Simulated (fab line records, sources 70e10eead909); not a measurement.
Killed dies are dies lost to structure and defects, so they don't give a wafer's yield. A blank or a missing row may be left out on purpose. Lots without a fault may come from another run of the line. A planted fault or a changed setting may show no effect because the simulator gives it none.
fab line records | flow nand_harc
record lots=5 wafers=15 last_day=33
route steps=1302 shown A_CONTACT@1010
lots that met no fault: from a run of the same line without faults
start_h: hours from the record's first day to the start of the lot's first wafer shown | wait_h: hours since the lot's step before | " the same as in the row above | L1.1+2: a row that stands for several wafers | - no value, or no start given | * or withheld: withheld | < > ~ a bound
route shown NAME@n: a module of which the file shows steps, and the number in the route of the first | usual: mean/standard deviation of fault-free wafers | same: alike in all rows | chamber/n: place in a boat | sites: the reading at each site | _std_site: their standard deviation | _edge_site: outer sites' mean less inner sites' | radius_mm: how far each site lies from the wafer's centre | mask NAME#n: copy n | behind: the tool/chamber that last shaped the wafer | hold: why the lot was held/for how many hours/how that ended | device: the transistor (n, p or np) that didn't switch | end of line: the same wafers' tests at the end of the route | a step without rows: its recipe alone | killed: dies lost to structure and defects at the first sort, not the wafer's yield | map: a wafer's dies, x killed, . not, _ none there
set.NAME: the setting as run; set.NAME@STEP: as run at that earlier step | model.NAME: the simulator's own value behind a step, which no gauge read
lots at some steps of the route; a table a step, a row a wafer
services: from which hour (start_h, from the record's first day; less than 0 if before it) a tool's chamber was out of use, for how many hours, and why
## steps
# step NHARC_A_CONTACT_ETCH_116
# recipe source_w=withheld pressure_mtorr=20 bias_v=3000 time_s=190 target_depth_a=18500 ar_flow_sccm=withheld c4f8_flow_sccm=withheld o2_flow_sccm=withheld chemistry=C4F8/O2/Ar
# same time_s=190
# columns lot.wafer tool chamber start_h wait_h rf_hours_counter_h
L077.1 har_cap_etch-01 0 515.57 0.1 1
L077.3 " 1 " " -
L077.6 " 1 " " -
L089.2 har_cap_etch-01 0 641.83 0.1 23
L089.6 " 1 " " -
L089.5 " 0 " " -
L091.2 har_cap_etch-01 0 663.44 0.1 30
L091.5 " 0 " " -
L091.6 " 1 " " -
L094.1 har_cap_etch-03 0 692.49 0.1 77
L094.2 " 1 " " 77
L094.5 " 1 " " -
L097.1 har_cap_etch-03 1 716.79 0.1 81
L097.4 " 0 " " -
L097.6 " 1 " " -
# step NHARC_A_CONTACT_ETCH_117
# recipe source_w=withheld pressure_mtorr=20 bias_v=3000 time_s=190 target_depth_a=18500 ar_flow_sccm=withheld c4f8_flow_sccm=withheld o2_flow_sccm=withheld chemistry=C4F8/O2/Ar
# same time_s=190
# columns lot.wafer tool chamber start_h wait_h rf_hours_counter_h
L077.1 har_cap_etch-01 0 515.74 0.1 1
L077.3 " 1 " " -
L077.6 " 1 " " -
L089.2 har_cap_etch-01 0 642.00 0.1 23
L089.6 " 1 " " -
L089.5 " 0 " " -
L091.2 har_cap_etch-01 0 663.61 0.1 30
L091.5 " 0 " " -
L091.6 " 1 " " -
L094.1 har_cap_etch-03 0 692.66 0.1 77
L094.2 " 1 " " 77
L094.5 " 1 " " -
L097.1 har_cap_etch-03 1 716.96 0.1 81
L097.4 " 0 " " -
L097.6 " 1 " " -
# step NHARC_A_CONTACT_ETCH_118
# recipe source_w=withheld pressure_mtorr=20 bias_v=3000 time_s=190 target_depth_a=18500 ar_flow_sccm=withheld c4f8_flow_sccm=withheld o2_flow_sccm=withheld chemistry=C4F8/O2/Ar
# same time_s=190
# columns lot.wafer tool chamber start_h wait_h rf_hours_counter_h
L077.1 har_cap_etch-01 0 515.91 0.1 1
L077.3 " 1 " " -
L077.6 " 1 " " -
L089.2 har_cap_etch-01 0 642.17 0.1 23
L089.6 " 1 " " -
L089.5 " 0 " " -
L091.2 har_cap_etch-01 0 663.78 0.1 30
L091.5 " 0 " " -
L091.6 " 1 " " -
L094.1 har_cap_etch-03 0 692.83 0.1 77
L094.2 " 1 " " 77
L094.5 " 1 " " -
L097.1 har_cap_etch-03 1 717.14 0.1 82
L097.4 " 0 " " -
L097.6 " 1 " " -
# step NHARC_A_CONTACT_ETCH_119
# recipe source_w=withheld pressure_mtorr=20 bias_v=3000 time_s=190 target_depth_a=18500 ar_flow_sccm=withheld c4f8_flow_sccm=withheld o2_flow_sccm=withheld chemistry=C4F8/O2/Ar
# same time_s=190
# columns lot.wafer tool chamber start_h wait_h rf_hours_counter_h
L077.1 har_cap_etch-01 0 516.08 0.1 1
L077.3 " 1 " " -
L077.6 " 1 " " -
L089.2 har_cap_etch-01 0 642.34 0.1 23
L089.6 " 1 " " -
L089.5 " 0 " " -
L091.2 har_cap_etch-01 0 663.95 0.1 30
L091.5 " 0 " " -
L091.6 " 1 " " -
L094.1 har_cap_etch-03 0 692.99 0.1 77
L094.2 " 1 " " 77
L094.5 " 1 " " -
L097.1 har_cap_etch-03 1 717.31 0.1 82
L097.4 " 0 " " -
L097.6 " 1 " " -
# step NHARC_A_CONTACT_ETCH_120
# recipe source_w=withheld pressure_mtorr=20 bias_v=3000 time_s=190 target_depth_a=18500 ar_flow_sccm=withheld c4f8_flow_sccm=withheld o2_flow_sccm=withheld chemistry=C4F8/O2/Ar
# same time_s=190
# columns lot.wafer tool chamber start_h wait_h rf_hours_counter_h
L077.1 har_cap_etch-01 0 516.26 0.1 1
L077.3 " 1 " " -
L077.6 " 1 " " -
L089.2 har_cap_etch-01 0 642.51 0.1 23
L089.6 " 1 " " -
L089.5 " 0 " " -
L091.2 har_cap_etch-01 0 664.12 0.1 31
L091.5 " 0 " " -
L091.6 " 1 " " -
L094.1 har_cap_etch-03 0 693.17 0.1 77
L094.2 " 1 " " 77
L094.5 " 1 " " -
L097.1 har_cap_etch-03 1 717.48 0.1 82
L097.4 " 0 " " -
L097.6 " 1 " " -
# step NHARC_A_CONTACT_ETCH_121
# recipe source_w=withheld pressure_mtorr=20 bias_v=3000 time_s=190 target_depth_a=18500 ar_flow_sccm=withheld c4f8_flow_sccm=withheld o2_flow_sccm=withheld chemistry=C4F8/O2/Ar
# same time_s=190
# columns lot.wafer tool chamber start_h wait_h rf_hours_counter_h
L077.1 har_cap_etch-01 0 516.43 0.1 2
L077.3 " 1 " " -
L077.6 " 1 " " -
L089.2 har_cap_etch-01 0 642.68 0.1 24
L089.6 " 1 " " -
L089.5 " 0 " " -
L091.2 har_cap_etch-01 0 664.29 0.1 31
L091.5 " 0 " " -
L091.6 " 1 " " -
L094.1 har_cap_etch-03 0 693.34 0.1 77
L094.2 " 1 " " 77
L094.5 " 1 " " -
L097.1 har_cap_etch-03 1 717.65 0.1 82
L097.4 " 0 " " -
L097.6 " 1 " " -
# step NHARC_A_CONTACT_ETCH_122
# recipe source_w=withheld pressure_mtorr=20 bias_v=3000 time_s=190 target_depth_a=18500 ar_flow_sccm=withheld c4f8_flow_sccm=withheld o2_flow_sccm=withheld chemistry=C4F8/O2/Ar
# same time_s=190
# columns lot.wafer tool chamber start_h wait_h rf_hours_counter_h
L077.1 har_cap_etch-01 0 516.60 0.1 2
L077.3 " 1 " " -
L077.6 " 1 " " -
L089.2 har_cap_etch-01 0 642.85 0.1 24
L089.6 " 1 " " -
L089.5 " 0 " " -
L091.2 har_cap_etch-01 0 664.46 0.1 31
L091.5 " 0 " " -
L091.6 " 1 " " -
L094.1 har_cap_etch-03 0 693.51 0.1 78
L094.2 " 1 " " 78
L094.5 " 1 " " -
L097.1 har_cap_etch-03 1 717.82 0.1 82
L097.4 " 0 " " -
L097.6 " 1 " " -
# step NHARC_A_CONTACT_ETCH_123
# recipe source_w=withheld pressure_mtorr=20 bias_v=400 time_s=490 target_depth_a=21100 ar_flow_sccm=withheld c4f8_flow_sccm=11.5 o2_flow_sccm=7.2 chemistry=C4F8/O2/Ar
# same time_s=490
# columns lot.wafer tool chamber start_h wait_h rf_hours_counter_h
L077.1 har_cap_etch-01 0 516.77 0.1 2
L077.3 " 1 " " -
L077.6 " 1 " " -
L089.2 har_cap_etch-01 0 643.08 0.2 24
L089.6 " 1 " " -
L089.5 " 0 " " -
L091.2 har_cap_etch-01 0 664.64 0.1 31
L091.5 " 0 " " -
L091.6 " 1 " " -
L094.1 har_cap_etch-03 0 693.68 0.1 78
L094.2 " 1 " " 78
L094.5 " 1 " " -
L097.1 har_cap_etch-03 1 717.99 0.1 82
L097.4 " 0 " " -
L097.6 " 1 " " -
# step NHARC_A_CONTACT_ETCH_90
# recipe target_depth_a=400 over_etch_frac=0.5 time_s=85.7 ion_energy_ev=120 ch3f_flow_sccm=50 o2_flow_sccm=30 ar_flow_sccm=200 rf_w=500 bias_w=100 chemistry=CH3F/O2
# usual drypump_motor_current_A=5.6/0.43 mfc_ar_sccm=200.1/0.63 o2_flow_sccm=30.01/0.092 oes_product_au=0.95/0.035 rf_vpp_V=243.9/1.7 showerhead_plenum_p_Torr=2.43/0.1 throttle_valve_pct=20.662/0.0094
# same time_s=85.7
# columns lot.wafer tool chamber start_h wait_h drypump_motor_current_A mfc_ar_sccm o2_flow_sccm oes_product_au rf_hours_counter_h rf_vpp_V showerhead_plenum_p_Torr throttle_valve_pct
L077.1 rie_diel-03 1 517.75 0.9 5.4 199.7 29.87 0.93 8 245.9 2.56 20.668
L077.3 " 2 " " 6.2 200.4 30.08 0.93 8 244.0 2.47 20.659
L077.6 " 2 " " 6.3 200.2 29.99 0.92 - 243.6 2.47 20.654
L089.2 rie_diel-13 2 644.07 0.9 5.2 200.5 29.89 0.92 45 241.7 2.37 20.684
L089.5 " 3 " " 5.2 200.0 29.98 0.92 - 242.2 2.33 20.646
L089.6 " 0 " " 6.4 201.0 29.91 0.93 - 240.8 2.36 20.664
L091.2 rie_diel-03 0 665.62 0.9 5.3 199.3 30.05 0.93 5 246.6 2.66 20.655
L091.5 " 0 " " 5.3 200.0 30.07 0.92 - 246.7 2.66 20.662
L091.6 " 1 " " 5.4 201.3 30.06 0.92 - 245.4 2.55 20.671
L094.1 rie_diel-05 3 694.66 0.9 5.3 200.4 29.94 1.00 30 243.4 2.41 20.662
L094.2 " 0 " " 5.4 200.2 30.11 1.00 30 243.2 2.39 20.671
L094.5 " 0 " " 5.4 200.2 30.05 1.01 - 244.1 2.39 20.669
L097.1 rie_diel-03 2 718.99 0.9 6.3 200.1 29.72 0.93 16 245.4 2.46 20.673
L097.4 " 0 " " 5.3 200.8 30.05 0.93 16 248.0 2.65 20.673
L097.6 " 1 " " 5.4 199.8 30.22 0.93 - 247.0 2.55 20.677
# step NHARC_A_CONTACT_ETCH_96
# recipe target_depth_a=200 over_etch_frac=0.5 time_s=10 ion_energy_ev=250 c4f6_flow_sccm=25 o2_flow_sccm=20 ar_flow_sccm=500 rf_w=600 bias_w=500 chemistry=C4F6/O2
# usual drypump_motor_current_A=5.6/0.41 mfc_ar_sccm=500.0/1.6 o2_flow_sccm=19.99/0.06 oes_product_au=0.964/0.026 rf_vpp_V=546/3.3 showerhead_plenum_p_Torr=3.87/0.16 throttle_valve_pct=26.903/0.0089
# same time_s=10
# columns lot.wafer tool chamber start_h wait_h drypump_motor_current_A mfc_ar_sccm o2_flow_sccm oes_product_au rf_hours_counter_h rf_vpp_V showerhead_plenum_p_Torr throttle_valve_pct
L077.3 rie_diel-03 2 - - 6.3 501.5 19.96 0.953 8 548 3.94 26.899
L077.1 " 3 " " 5.9 501.4 19.98 0.931 7 545 3.79 26.891
L077.6 " 1 " " 5.4 500.3 19.91 0.955 - 550 4.08 26.908
L089.2 rie_diel-13 3 - - 5.2 501.6 20.06 0.955 44 544 3.73 26.890
L089.6 " 1 " " 5.3 500.9 20.01 0.937 - 549 4.10 26.895
L089.5 " 2 " " 5.2 500.6 20.04 0.937 - 544 3.80 26.919
L091.2 rie_diel-03 2 - - 6.3 499.2 19.91 0.935 5 548 3.93 26.900
L091.6 " 2 " " 6.3 500.7 19.93 0.942 - 548 3.93 26.899
L091.5 " 3 " " 5.9 500.8 19.86 0.944 - 544 3.77 26.913
L094.2 rie_diel-05 3 - - 5.2 501.5 19.96 0.999 30 544 3.85 26.911
L094.1 " 2 " " 5.1 500.3 19.98 0.995 27 544 3.76 26.906
L094.5 " 3 " " 5.2 500.9 19.98 1.003 - 545 3.85 26.894
L097.4 rie_diel-03 1 - - 5.4 499.0 20.02 0.943 13 549 4.06 26.897
L097.1 " 3 " " 5.9 501.0 19.97 0.941 15 544 3.77 26.913
L097.6 " 1 " " 5.4 497.6 19.98 0.948 - 551 4.06 26.900
# step NHARC_A_CONTACT_CD_MEAS_53
# usual cd_nm=289.7/0.79
# columns lot.wafer tool chamber start_h wait_h cd_nm
L077.1 cd_sem-02 - 517.96 - 291.0
L077.3 " - " " 290.5
L077.6 " - " " 290.7
L089.2 cd_sem-01 - 644.35 - 290.7
L089.5 " - " " 290.7
L089.6 " - " " 290.6
L091.2 cd_sem-03 - 665.84 - 290.5
L091.5 " - " " 290.7
L091.6 " - " " 289.8
L094.1 cd_sem-03 - 694.87 - 288.9
L094.2 " - " " 288.2
L094.5 " - " " 288.1
L097.1 cd_sem-01 - 719.20 - 289.1
L097.4 " - " " 289.5
L097.6 " - " " 288.8
# step NHARC_A_CONTACT_STRIP_99
# recipe n2_flow_sccm=150 h2_flow_sccm=150 ar_flow_sccm=0 bias_w=0 chemistry=N2/H2
# columns lot.wafer tool chamber start_h wait_h
L077.1+3+6 rie_diel-05 0,1,0 518.04 0.1
L089.2+6+5 rie_diel-03 2,2,3 644.43 0.1
L091.2+5+6 rie_diel-03 3,0,1 665.94 0.1
L094.1+2+5 rie_diel-05 1,3,2 694.95 0.1
L097.4+1+6 rie_diel-13 1,2,0 719.28 0.1
# step NHARC_A_CONTACT_STRIP_100
# recipe cf4_flow_sccm=100 chf3_flow_sccm=30 ar_flow_sccm=0 bias_w=0 chemistry=CF4/CHF3
# columns lot.wafer tool chamber start_h wait_h
L077.1+3+6 rie_diel-05 1,2,0 518.14 0.1
L089.2+6+5 rie_diel-03 0,2,3 644.53 0.1
L091.2+6+5 rie_diel-03 2,2,3 666.01 0.1
L094.2+1+5 rie_diel-05 2,0,2 695.04 0.1
L097.1+4+6 rie_diel-13 3,0,0 719.37 0.1
# step NHARC_A_CONTACT_STRIP_101
# recipe o2_flow_sccm=400 cos_flow_sccm=20 ar_flow_sccm=0 bias_w=0 chemistry=O2/COS
# columns lot.wafer tool chamber start_h wait_h
L077.3+1+6 rie_diel-05 2,3,1 518.20 0.1
L089.2+5+6 rie_diel-03 3,3,0 644.58 0.1
L091.2+6+5 rie_diel-03 2,1,2 666.07 0.1
L094.2+1+5 rie_diel-05 0,3,0 695.10 0.1
L097.4+1+6 rie_diel-13 3,0,1 719.43 0.1
# step NHARC_A_CONTACT_ETCH_102
# recipe target_depth_a=1000 overetch_a=100 time_s=55 ion_energy_ev=100 cf4_flow_sccm=80 o2_flow_sccm=20 ar_flow_sccm=0 rf_w=300 bias_w=100 chemistry=CF4/O2
# usual drypump_motor_current_A=5.5/0.39 mfc_ar_sccm=0.009/0.012 o2_flow_sccm=20.00/0.062 oes_product_au=1.002/0.0073 rf_vpp_V=197.4/1.4 showerhead_plenum_p_Torr=1.31/0.051 throttle_valve_pct=13.397/0.0091
# same time_s=55
# columns lot.wafer tool chamber start_h wait_h drypump_motor_current_A mfc_ar_sccm o2_flow_sccm oes_product_au rf_hours_counter_h rf_vpp_V showerhead_plenum_p_Torr throttle_valve_pct
L077.1 rie_diel-05 2 518.26 0.0 5.1 0.008 19.93 1.001 33 196.2 1.29 13.382
L077.3 " 3 " " 5.2 0 20.03 1.009 33 197.4 1.32 13.394
L077.6 " 3 " " 5.3 0 19.91 1.005 - 197.6 1.32 13.395
L089.2 rie_diel-03 2 644.66 0.1 6.2 0.023 20.02 1.008 0 198.7 1.34 13.399
L089.5 " 3 " " 5.9 0 19.96 1.014 - 196.9 1.28 13.398
L089.6 " 0 " " 5.3 0 20.00 0.997 - 201.6 1.45 13.381
L091.2 rie_diel-03 2 666.13 0.1 6.2 0.023 20.00 1.006 5 198.4 1.34 13.386
L091.5 " 2 " " 6.3 0.023 19.94 1.000 - 197.2 1.34 13.409
L091.6 " 3 " " 5.9 0 20.00 1.002 - 196.9 1.28 13.378
L094.1 rie_diel-05 0 695.17 0.0 5.4 0.007 19.91 1.019 30 197.1 1.30 13.394
L094.2 " 2 " " 5.1 0.008 20.15 1.008 27 196.9 1.28 13.394
L094.5 " 1 " " 5.4 0 19.98 1.010 - 194.8 1.26 13.397
L097.1 rie_diel-13 1 719.49 0.0 5.3 0.040 20.18 1.005 5 200.4 1.39 13.408
L097.4 " 2 " " 5.2 0 19.94 1.003 5 195.4 1.28 13.398
L097.6 " 2 " " 5.2 0 20.07 0.997 - 196.0 1.28 13.390
# step NHARC_A_CONTACT_STRIP_55
# recipe o2_flow_sccm=500 ar_flow_sccm=0 bias_w=0 chemistry=O2
# usual drypump_motor_current_A=5.5/0.39 mfc_ar_sccm=0.008/0.012 o2_flow_sccm=500.0/1.7 oes_product_au=1.002/0.0091 rf_vpp_V=57.6/0.87 showerhead_plenum_p_Torr=3.48/0.13 throttle_valve_pct=17.038/0.0095
# columns lot.wafer tool chamber start_h wait_h drypump_motor_current_A mfc_ar_sccm o2_flow_sccm oes_product_au rf_hours_counter_h rf_vpp_V showerhead_plenum_p_Torr throttle_valve_pct
L077.3 rie_diel-05 0 - - 5.4 0.007 497.4 1.020 37 57.6 3.46 17.033
L077.1 " 2 " " 5.1 0.008 500.6 0.999 33 57.4 3.41 17.038
L077.6 " 0 " " 5.4 0.007 497.5 0.993 - 58.6 3.46 17.046
L089.2 rie_diel-03 2 - - 6.2 0.023 500.1 1.007 0 58.9 3.53 17.042
L089.5 " 2 " " 6.2 0.023 499.8 0.996 - 55.8 3.53 17.042
L089.6 " 3 " " 5.9 0 496.6 1.018 - 56.3 3.39 17.026
L091.2 rie_diel-03 2 - - 6.3 0.023 501.3 1.019 5 58.1 3.53 17.059
L091.6 " 3 " " 5.9 0 499.6 1.030 - 57.4 3.39 17.033
L091.5 " 0 " " 5.3 0 499.7 1.009 - 58.4 3.81 17.045
L094.1 rie_diel-05 1 - - 5.4 0 500.5 1.001 25 58.0 3.35 17.046
L094.2 " 2 " " 5.1 0.008 497.3 1.006 27 56.8 3.38 17.044
L094.5 " 3 " " 5.3 0 499.6 1.004 - 58.0 3.46 17.047
L097.1 rie_diel-13 2 - - 5.2 0 498.3 0.998 5 57.8 3.40 17.033
L097.4 " 1 " " 5.3 0.040 497.3 1.009 5 59.8 3.68 17.044
L097.6 " 3 " " 5.3 0.018 499.5 0.991 - 56.5 3.34 17.023
# step NHARC_A_CONTACT_STRIP_56
# recipe time_s=600 temp_c=30 chemistry=post_etch_residue_remover
# same time_s=600
# columns lot.wafer tool chamber start_h wait_h
L077.6+3+1 wet_bench-04 4,6,0 518.65 -
L089.5+6+2 wet_bench-07 5,7,0 645.05 -
L091.6+2+5 wet_bench-04 1,2,6 666.52 -
L094.2+5+1 wet_bench-04 6,1,3 695.56 -
L097.6+4+1 wet_bench-07 3,5,7 719.89 -
# step NHARC_A_CONTACT_DEP_57
# recipe target_thk_a=53000 temp_c=400 material=aC
# usual throttle_valve_pct=34.999/0.0089
# columns lot.wafer tool chamber start_h wait_h throttle_valve_pct
L077.1 acl_dep-03 0 518.92 - 35.000
L077.3 " 0 520.00 - 34.996
L077.6 " 0 521.62 - 34.978
L089.2 acl_dep-03 0 645.84 - 34.997
L089.5 " 0 647.42 - 35.006
L089.6 " 0 " " 35.008
L091.2 acl_dep-01 0 673.46 - 34.991
L091.5 " 0 675.07 - 35.009
L091.6 " 0 " " 35.002
L094.1 acl_dep-02 0 695.83 - 34.998
L094.2 " 0 " " 35.013
L094.5 " 0 697.99 - 34.996
L097.1 acl_dep-01 0 720.20 - 34.997
L097.4 " 0 721.81 - 35.005
L097.6 " 0 722.88 - 34.981
# step NHARC_A_CONTACT_DEP_58
# recipe target_thk_a=900 target_thk_nm=90 temp_c=400 pressure_torr=3.5 flow_sccm=200 rf_w=350 material=SiON
# usual heater_power_w=758/75
# columns lot.wafer tool chamber start_h wait_h heater_power_w
L077.3 pecvd-02 0 522.18 1.6 630
L077.1 " 2 " " 772
L077.6 " 0 " " 637
L089.2 pecvd-03 1 648.75 2.4 685
L089.6 " 0 " " 776
L089.5 " 2 " " 785
L091.2 pecvd-03 0 676.22 2.2 753
L091.6 " 1 " " 729
L091.5 " 0 " " 761
L094.1 pecvd-03 0 699.11 2.7 753
L094.2 " 1 " " 745
L094.5 " 2 " " 659
L097.1 pecvd-01 0 723.44 2.7 687
L097.6 " 1 " " 692
L097.4 " 2 " " 775
# step NHARC_A_CONTACT_DEHYDRATE_59
# recipe temp_c=150 time_s=120
# same time_s=120
# columns lot.wafer tool chamber start_h wait_h
L077.1+3+6 litho_track-04 0 522.45 0.2
L089.2+5+6 litho_track-01 0 648.99 0.2
L091.2+5+6 litho_track-04 0 676.44 0.2
L094.1+2+5 litho_track-04 0 699.35 0.2
L097.1+4+6 litho_track-06 0 723.74 0.3
# step NHARC_A_CONTACT_HMDS_60
# recipe time_s=30
# same time_s=30
# columns lot.wafer tool chamber start_h wait_h
L077.1+3+6 litho_track-04 0 - -
L089.2+5+6 litho_track-01 0 - -
L091.2+5+6 litho_track-04 0 - -
L094.1+2+5 litho_track-04 0 - -
L097.1+4+6 litho_track-06 0 - -
# step NHARC_A_CONTACT_COAT_61
# recipe temp_c=260 time_s=75
# same time_s=75
# columns lot.wafer tool chamber start_h wait_h
L077.1+3+6 litho_track-04 0 - -
L089.2+5+6 litho_track-01 0 - -
L091.2+5+6 litho_track-04 0 - -
L094.1+2+5 litho_track-04 0 - -
L097.1+4+6 litho_track-06 0 - -
# step NHARC_A_CONTACT_COAT_62
# recipe temp_c=225 time_s=65
# same time_s=65
# columns lot.wafer tool chamber start_h wait_h
L077.1+3+6 litho_track-04 0 - -
L089.2+5+6 litho_track-01 0 - -
L091.2+5+6 litho_track-04 0 - -
L094.1+2+5 litho_track-04 0 - -
L097.1+4+6 litho_track-06 0 - -
# step NHARC_A_CONTACT_COAT_63
# recipe spin_rpm=1500 resist_thk_nm=90
# usual spin_speed_rpm=1499.8/1.1
# columns lot.wafer tool chamber start_h wait_h spin_speed_rpm
L077.1 litho_track-04 0 - - 1501.6
L077.3 " 0 " " 1500.3
L077.6 " 0 " " 1498.4
L089.2 litho_track-01 0 - - 1500.1
L089.5 " 0 " " 1500.6
L089.6 " 0 " " 1499.7
L091.2 litho_track-04 0 - - 1500.4
L091.5 " 0 " " 1500.5
L091.6 " 0 " " 1500.4
L094.1 litho_track-04 0 - - 1499.4
L094.2 " 0 " " 1500.4
L094.5 " 0 " " 1499.6
L097.1 litho_track-06 0 - - 1502.1
L097.4 " 0 " " 1500.7
L097.6 " 0 " " 1500.6
# step NHARC_A_CONTACT_SOFTBAKE_64
# recipe temp_c=105 time_s=55
# same time_s=55
# columns lot.wafer tool chamber start_h wait_h
L077.1+3+6 litho_track-04 0 - -
L089.2+5+6 litho_track-01 0 - -
L091.2+5+6 litho_track-04 0 - -
L094.1+2+5 litho_track-04 0 - -
L097.1+4+6 litho_track-06 0 - -
# step NHARC_A_CONTACT_EBR_65
# columns lot.wafer tool chamber start_h wait_h
L077.1+3+6 litho_track-04 0 - -
L089.2+5+6 litho_track-01 0 - -
L091.2+5+6 litho_track-04 0 - -
L094.1+2+5 litho_track-04 0 - -
L097.1+4+6 litho_track-06 0 - -
# step NHARC_A_CONTACT_EXPOSE_66
# recipe na=1.35 sigma_outer=0.8 dose_mj=59.02 mask_id=A_CC_2
# same sigma_outer=0.8
# columns lot.wafer tool chamber start_h wait_h mask
L077.1+3+6 arfi_scanner-02 0 522.77 - A_CC_2#0
L089.2+5+6 arfi_scanner-01 0 649.18 - A_CC_2#0
L091.2+5+6 arfi_scanner-02 0 676.76 - A_CC_2#0
L094.1+2+5 arfi_scanner-02 0 699.66 - A_CC_2#0
L097.1+4+6 arfi_scanner-03 0 723.92 - A_CC_2#0
# step NHARC_A_CONTACT_PEB_67
# recipe peb_temp_c=100 peb_time_s=65
# columns lot.wafer tool chamber start_h wait_h
L077.1+3+6 litho_track-01 0 522.83 0.1
L089.2+5+6 litho_track-04 0 649.23 0.1
L091.2+5+6 litho_track-06 0 676.81 0.1
L094.1+2+5 litho_track-06 0 699.72 0.1
L097.1+4+6 litho_track-01 0 723.98 0.1
# step NHARC_A_CONTACT_DEVELOP_68
# recipe develop_time_s=35 dev_temp_c=23
# usual developer_temp_C=23.01/0.11
# columns lot.wafer tool chamber start_h wait_h developer_temp_C
L077.1 litho_track-01 0 - - 22.98
L077.3 " 0 " " 23.13
L077.6 " 0 " " 23.11
L089.2 litho_track-04 0 - - 22.86
L089.5 " 0 " " 23.08
L089.6 " 0 " " 23.10
L091.2 litho_track-06 0 - - 23.03
L091.5 " 0 " " 23.00
L091.6 " 0 " " 23.16
L094.1 litho_track-06 0 - - 23.16
L094.2 " 0 " " 23.07
L094.5 " 0 " " 23.06
L097.1 litho_track-01 0 - - 22.93
L097.4 " 0 " " 23.14
L097.6 " 0 " " 22.99
# step NHARC_A_CONTACT_CD_MEAS_69
# recipe target_cd_nm=300 landing_energy_ev=500
# usual cd_nm=300.1/0.45
# columns lot.wafer tool chamber start_h wait_h cd_nm
L077.1 cd_sem-03 0 522.91 - 301.0
L077.3 " 0 " " 300.2
L077.6 " 0 " " 300.1
L089.2 cd_sem-01 0 649.31 - 299.6
L089.5 " 0 " " 299.6
L089.6 " 0 " " 299.7
L091.2 cd_sem-03 0 676.89 - 300.5
L091.5 " 0 " " 300.1
L091.6 " 0 " " 299.5
L094.1 cd_sem-01 0 699.80 - 300.0
L094.2 " 0 " " 300.2
L094.5 " 0 " " 300.5
L097.1 cd_sem-01 0 724.06 - 301.0
L097.4 " 0 " " 301.0
L097.6 " 0 " " 300.6
# step NHARC_A_CONTACT_OVL_MEAS_70
# usual overlay_x_nm=-0.1/0.97 overlay_y_nm=0.2/0.75
# columns lot.wafer tool chamber start_h wait_h overlay_x_nm overlay_y_nm
L077.1 overlay-02 - 523.00 - -1.0 0.4
L077.3 " - " " -1.4 1.0
L077.6 " - " " -1.4 0.3
L089.2 overlay-02 - 649.40 - 0.5 0.0
L089.5 " - " " 0.4 0.1
L089.6 " - " " 0.3 0.7
L091.2 overlay-01 - 676.98 - 0.9 0.3
L091.5 " - " " 0.4 1.4
L091.6 " - " " 0.8 0.6
L094.1 overlay-02 - 699.89 - -0.2 -0.9
L094.2 " - " " 0.1 -0.9
L094.5 " - " " 0.2 -1.0
L097.1 overlay-02 - 724.15 - -0.7 -0.1
L097.4 " - " " -0.7 0.5
L097.6 " - " " -0.2 0.3
# step NHARC_A_CONTACT_INSPECT_71
# usual raw_defect_count=81/46
# columns lot.wafer tool chamber start_h wait_h raw_defect_count
L077.1 defect_inspect-01 - 523.04 0.0 147
L077.3 " - " " 164
L077.6 " - " " 177
L089.2 defect_inspect-01 - 649.44 0.0 29
L089.5 " - " " 29
L089.6 " - " " 23
L091.2 defect_inspect-02 - 677.02 0.0 60
L091.5 " - " " 63
L091.6 " - " " 60
L094.1 defect_inspect-01 - 699.93 0.0 115
L094.2 " - " " 110
L094.5 " - " " 119
L097.1 defect_inspect-01 - 724.19 0.0 111
L097.4 " - " " 147
L097.6 " - " " 149
# step NHARC_A_CONTACT_DESCUM_74
# recipe time_s=3 o2_flow_sccm=200 ar_flow_sccm=0 bias_power_w=0 chemistry=O2
# usual drypump_motor_current_A=5.6/0.42 mfc_ar_sccm=0.011/0.014 o2_flow_sccm=200.0/0.54 oes_product_au=0.999/0.0065 rf_vpp_V=57.7/0.88 showerhead_plenum_p_Torr=1.90/0.089 throttle_valve_pct=11.311/0.0083
# same time_s=3
# columns lot.wafer tool chamber start_h wait_h drypump_motor_current_A mfc_ar_sccm o2_flow_sccm oes_product_au rf_hours_counter_h rf_vpp_V showerhead_plenum_p_Torr throttle_valve_pct
L077.3 rie_diel-03 0 523.11 0.1 5.3 0 200.7 0.995 7 57.3 1.77 11.300
L077.1 " 2 " " 6.2 0.023 199.9 0.996 8 58.0 1.92 11.316
L077.6 " 0 " " 5.3 0 200.6 1.005 - 56.7 1.77 11.316
L089.2 rie_diel-03 1 649.50 0.1 5.4 0.003 200.2 1.000 0 58.8 1.99 11.310
L089.5 " 1 " " 5.4 0.003 199.6 1.005 - 58.4 1.99 11.305
L089.6 " 2 " " 6.3 0.023 199.4 1.014 - 56.6 1.92 11.315
L091.2 rie_diel-03 3 677.08 0.1 5.9 0 200.0 1.002 6 58.2 1.83 11.305
L091.5 " 3 " " 5.9 0 199.7 1.003 - 57.8 1.83 11.317
L091.6 " 0 " " 5.3 0 200.1 0.996 - 58.9 2.07 11.311
L094.2 rie_diel-03 2 699.99 0.1 6.3 0.023 200.5 1.002 11 58.6 1.91 11.306
L094.1 " 0 " " 5.3 0 199.8 0.992 10 58.0 2.07 11.309
L094.5 " 3 " " 5.9 0 200.4 1.012 - 58.2 1.83 11.299
L097.1 rie_diel-03 0 724.25 0.1 5.3 0 200.5 1.002 16 58.8 2.07 11.323
L097.6 " 0 " " 5.3 0 200.3 0.999 - 58.6 2.07 11.312
L097.4 " 2 " " 6.3 0.023 199.7 1.010 - 58.0 1.91 11.323
## services
# columns tool chamber start_h hours kind
acl_dep-01 - 492.44 4.5 repair
har_cap_etch-01 - 497.00 17.0 pm
litho_track-01 - 505.00 7.0 pm
arfi_scanner-02 - 526.24 0.2 repair
litho_track-06 - 529.00 7.0 pm
pecvd-03 - 547.00 13.0 pm
litho_track-04 - 553.00 7.0 pm
rie_diel-03 2 570.50 5.3 repair
wet_bench-04 - 579.27 8.0 pm
rie_diel-03 1 580.94 8.3 repair
rie_diel-05 - 583.60 9.0 pm
arfi_scanner-02 - 598.76 1.2 repair
wet_bench-04 - 629.33 1.7 repair
rie_diel-03 - 635.43 9.0 pm
har_cap_etch-01 - 637.73 1.1 repair
rie_diel-13 0 652.35 1.4 repair
arfi_scanner-02 - 656.00 4.0 pm
rie_diel-13 1 674.59 5.0 repair
rie_diel-05 2 678.13 1.2 repair
litho_track-01 - 680.00 7.0 pm
rie_diel-03 1 695.26 15.9 repair
rie_diel-13 - 697.02 9.0 pm
litho_track-06 - 704.00 7.0 pm
rie_diel-03 3 722.19 18.0 repair
## key
fault none
